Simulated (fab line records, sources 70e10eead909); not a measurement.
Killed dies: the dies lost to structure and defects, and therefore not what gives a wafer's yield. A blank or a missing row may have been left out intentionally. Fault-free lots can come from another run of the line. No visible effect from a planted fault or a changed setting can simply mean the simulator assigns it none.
Comparing a struck lot with a sound one    flow nand-harc    14 steps out of a route of 1159
Sound: these wafers, L193.1, L193.2, L193.6. Struck: wafer L207.4 (L207.2, L207.5, from the same lot, were not struck and are left out); the cause is given at the end.
Order at every step that has rows: each side's tool, ch and its chambers, its first start. Under that, the readings that differ: sound wafers    struck wafers    difference of the means    sigmas: that difference in standard deviations of wafers without a fault.
alike: readings with means less than 2 such deviations apart, plus words and numbers identical on both sides. not compared: withheld readings, readings lacking a value on some wafer, bounds such as >300 that could conceal the same value, and numbers that have no deviation in the record and whose values overlap.
A row with sigmas, a row that says differs or no value, or rows on one side alone: a step with any of these is where the two part. Numbers that have no deviation but don't overlap get no sigmas and don't part them. A reading that every wafer of one side lacks parts them only if that side has two wafers or more.

first, 9 steps without rows for these wafers: NHARC_THIN_TSV_PVD_24 (deposits Al, target thk 800 nm); NHARC_THIN_TSV_DEHYDRATE_25 (time 120 s); NHARC_THIN_TSV_HMDS_26 (time 30 s); NHARC_THIN_TSV_COAT_27; NHARC_THIN_TSV_SOFTBAKE_28 (time 95 s); NHARC_THIN_TSV_EBR_29; NHARC_THIN_TSV_EXPOSE_30 (exposes mask PAD); NHARC_THIN_TSV_PEB_31 (peb time 85 s); NHARC_THIN_TSV_DEVELOP_32 (time 70 s).
NHARC_THIN_TSV_CD_MEAS_33: the cd target is 5000 nm.
  sound on cd-sem-02 ch 0, day 20 01:05; struck on cd-sem-01 ch 0, day 23 12:05
  alike: cd-nm
then, 1 step without rows for these wafers: NHARC_THIN_TSV_HARDBAKE_34 (time 80 s).
NHARC_THIN_TSV_DESCUM_35: chemistry O2, time 3 s.
  sound on rie-diel-08 ch 1,2,3, day 20 01:16; struck on rie-diel-01 ch 0, day 23 12:16
  alike: drypump-motor-current-A, oes-product-au, rf-vpp-V, showerhead-plenum-p-Torr, throttle-valve-pct
  not compared: rf-hours-counter-h
NHARC_THIN_TSV_ETCH_59: etches the open film in Cl2/BCl3, target depth 880 nm, time 138.1 s.
  sound on rie-metal-02 ch 0,1, day 20 01:22; struck on rie-metal-03 ch 1, day 23 12:25
reading                sound              struck  difference  sigmas
oes-product-au (a.u.)  0.994 1.023 1.023  0.932   -0.081      -7
  alike: bias-w, drypump-motor-current-A, he-backside-leak-sccm, throttle-valve-pct
  not compared: rf-hours-counter-h
NHARC_THIN_TSV_ETCH_36: etches the open film in Cl2/BCl3, target depth 65 nm, time 18.571 s.
  sound on rie-metal-02 ch 0,1, day 20 01:37; struck on rie-metal-03 ch 0, day 23 12:38
  alike: drypump-motor-current-A, he-backside-leak-sccm, oes-product-au
  not compared: rf-hours-counter-h

WHERE THEY PART
At NHARC_THIN_TSV_ETCH_59 and nowhere else, as far as this record goes. Later steps at which nothing parts them and some readings are alike: NHARC_THIN_TSV_ETCH_36.

WHY: what had been put in by the simulator
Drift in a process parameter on rie-metal-03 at NHARC_THIN_TSV_ETCH_59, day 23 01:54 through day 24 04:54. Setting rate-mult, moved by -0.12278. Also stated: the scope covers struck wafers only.
